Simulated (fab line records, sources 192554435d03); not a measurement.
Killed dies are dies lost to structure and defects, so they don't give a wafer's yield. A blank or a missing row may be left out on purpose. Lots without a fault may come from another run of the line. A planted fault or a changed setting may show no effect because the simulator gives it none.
One fault seen from 3 desks | flow n5_finfet | each desk has only its own numbers; what lay behind them comes last

THE TOOL OWNER'S DESK: rie_diel-02
The tool's own readings at N5_PASSIVATION_PASS_ETCH_47 (etches SiNx in CF4/O2, target depth 770 nm, time 385 s): means of the sampled wafers that have a number, for each lot that ran on this tool. A lot is out of limits, marked OUT, if its mean lies more than 4 standard deviations from the usual mean; the brackets give that distance. Of its 8 readings 7 are shown: the one that was out of limits first, and those that lie furthest out on some lot.
Columns: A = cf4_flow_sccm at N5_PASSIVATION_PASS_ETCH_47, usual 100.03 sccm; B = drypump_motor_current_A at N5_PASSIVATION_PASS_ETCH_47, usual 5.6 A; C = oes_f_703_au at N5_PASSIVATION_PASS_ETCH_47, usual 0.78 a.u.; D = rf_fwd_power_W at N5_PASSIVATION_PASS_ETCH_47, usual 534.1 W; E = rf_vpp_V at N5_PASSIVATION_PASS_ETCH_47, usual 244 V; F = showerhead_plenum_p_Torr at N5_PASSIVATION_PASS_ETCH_47, usual 2.20 Torr; G = throttle_valve_pct at N5_PASSIVATION_PASS_ETCH_47, usual 15.73 %
lot  | first seen here | A      | B   | C    | D               | E   | F    | G
L886 | day 12 01:26    | 100.48 | 6.1 | 0.70 | 534.8           | 246 | 2.17 | 15.89
L890 | day 13 08:20    | 99.87  | 5.9 | 0.98 | 663.0 (+81) OUT | 217 | 2.14 | 15.87
L891 | day 13 20:26    | 100.41 | 5.9 | 0.98 | 662.4 (+80) OUT | 217 | 2.14 | 15.88
L900 | day 16 23:23    | 100.03 | 6.2 | 0.73 | 536.3           | 254 | 2.15 | 15.53
L906 | day 17 15:29    | 100.40 | 6.2 | 0.81 | 534.6           | 248 | 2.16 | 15.64
L904 | day 17 19:09    | 99.66  | 6.2 | 0.84 | 535.9           | 241 | 2.14 | 15.98
This desk's finding: out of limits on L890, L891; first on L890, day 13 08:20 (rf_fwd_power_W at N5_PASSIVATION_PASS_ETCH_47). In limits: L886, L900, L906, L904.

THE DEFECT DESK
What the inspections along the route counted, lot by lot: means of the sampled wafers that have a number. A lot is out of limits, marked OUT, if its mean lies more than 4 standard deviations from the usual mean; the brackets give that distance.
Columns: A = raw_defect_count at N5_MIM_TOP_LITHO_INSPECT_12, usual 1.9
lot  | first seen here | A
L886 | day 11 17:09    | 2.7
L889 | day 13 00:27    | 2.0
L890 | day 13 01:29    | 0.7
L891 | day 13 12:34    | 2.7
L899 | day 15 11:14    | 1.0
L898 | day 15 16:05    | 2.7
L900 | day 16 14:17    | 3.0
L901 | day 16 14:19    | 2.0
L906 | day 17 08:40    | 1.0
L904 | day 17 12:44    | 1.3
L907 | day 18 02:41    | 0.5
L908 | day 18 14:08    | 1.0
This desk's finding: nothing out of limits on any of the 12 lots.

THE METROLOGY DESK
What the gauges read, lot by lot, whatever tool the lot ran on: means of the sampled wafers that have a number. A lot is out of limits, marked OUT, if its mean lies more than 4 standard deviations from the usual mean; the brackets give that distance.
Columns: A = MIM_TOP_OVL at N5_MIM_TOP_LITHO_OVL_MEAS_11, usual -1 nm
lot  | first seen here | A
L886 | day 11 17:08    | -3
L889 | day 13 00:21    | 2
L890 | day 13 01:28    | -1
L891 | day 13 12:32    | -3
L899 | day 15 11:13    | 3
L898 | day 15 16:04    | 4
L900 | day 16 14:16    | -4
L901 | day 16 14:18    | -2
L906 | day 17 08:39    | 0
L904 | day 17 12:42    | 3
L907 | day 18 02:40    | -4
L908 | day 18 14:06    | 0
This desk's finding: nothing out of limits on any of the 12 lots.

PUT TOGETHER
The tool owner's desk could have raised an alarm at day 13 08:20, on L890, L891.
The defect desk saw nothing out of limits.
The metrology desk saw nothing out of limits.
The defect desk has L890, L891 on record, within its limits.
The metrology desk has L890, L891 on record, within its limits.
Of the lots named, all ran N5_PASSIVATION_PASS_ETCH_47 on rie_diel-02.

WHAT THE SIMULATOR HAD PUT IN
Process parameter drift: rie_diel-02, from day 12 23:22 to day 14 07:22, at N5_PASSIVATION_PASS_ETCH_47. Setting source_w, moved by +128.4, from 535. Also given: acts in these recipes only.
Lots struck among those shown: L890, L891.
Hours from the fault's start to each desk's first reading out of limits: the tool owner's desk, 9.
